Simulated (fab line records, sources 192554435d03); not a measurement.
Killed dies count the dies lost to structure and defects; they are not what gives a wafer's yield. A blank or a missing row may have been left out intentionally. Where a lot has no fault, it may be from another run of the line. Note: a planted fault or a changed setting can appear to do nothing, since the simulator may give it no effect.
Matching of chambers | flow n5_finfet | N5_BEOL_M5_CURE_79 on uv_cure-03 has 3 sister chambers
The step cures SiCOH lowk, time 240 s. 16 wafers are shown with their chamber, then 8 later ones without.

== EACH WAFER AND ITS CHAMBER ==
wafer  | chamber | wafer_temp_C_max | lamp_power_pct (%)
L082.1 | 0       | 386.0            | 52.34
L082.2 | 0       | 386.1            | 52.19
L082.4 | 0       | 385.9            | 52.37
L083.1 | 1       | 386.4            | 52.29
L083.3 | 1       | 387.5            | 52.22
L083.6 | 1       | 387.6            | 52.35
L084.1 | 1       | 387.3            | 52.28
L084.5 | 1       | 387.5            | 52.32
L084.6 | 1       | 387.8            | 52.33
L085.4 | 2       | 386.9            | 52.31
L085.5 | 2       | 386.8            | 52.38
L085.6 | 2       | 387.9            | 52.38
L088.1 | 1       | 387.7            | 52.40
L088.2 | 1       | 387.0            | 52.37
L088.6 | 1       | 387.7            | 52.34
L089.1 | 0       | 385.5            | 52.26

SIGNATURES (averages over the wafers above)
reading          | chamber 0 | chamber 1 | chamber 2 | scatter within a chamber
wafer_temp_C_max | 385.875   | 387.389   | 387.200   | 0.44
lamp_power_pct   | 52.2900   | 52.3222   | 52.3567   | 0.0594
Rule: distance of a wafer from a chamber = root of the sum over the readings of ((wafer's reading minus chamber's mean) / reading's scatter) squared. If the next closest chamber is less than 2 further off than the closest, the wafer can't be placed; otherwise it belongs to the closest. The scatter: the root of (the sum of the squares of (reading less its chamber's mean) over the shown wafers, divided by (wafers less chambers)).

== WAFERS WHOSE CHAMBER IS MISSING ==
wafer  | wafer_temp_C_max | lamp_power_pct (%)
L089.3 | 385.8            | 52.34
L089.5 | 385.5            | 52.24
L093.1 | 386.9            | 52.23
L093.3 | 386.4            | 52.25
L093.4 | 386.9            | 52.29
L092.1 | 385.9            | 52.35
L092.2 | 386.2            | 52.39
L092.6 | 386.1            | 52.38

== EACH ONE'S CHAMBER ==
wafer  | from the rows above          | in truth
L089.3 | 0                            | 0
L089.5 | 0                            | 0
L093.1 | can't be placed: 1 or 2 or 0 | 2
L093.3 | can't be placed: 0 or 1 or 2 | 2
L093.4 | can't be placed: 1 or 2 or 0 | 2
L092.1 | can't be placed: 0 or 2      | 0
L092.2 | can't be placed: 0 or 2 or 1 | 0
L092.6 | can't be placed: 0 or 2 or 1 | 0
2 of 8 placed correctly. Unplaceable from these rows: 6, with the true chamber sitting among the candidates in 6. 0 placed wrongly.
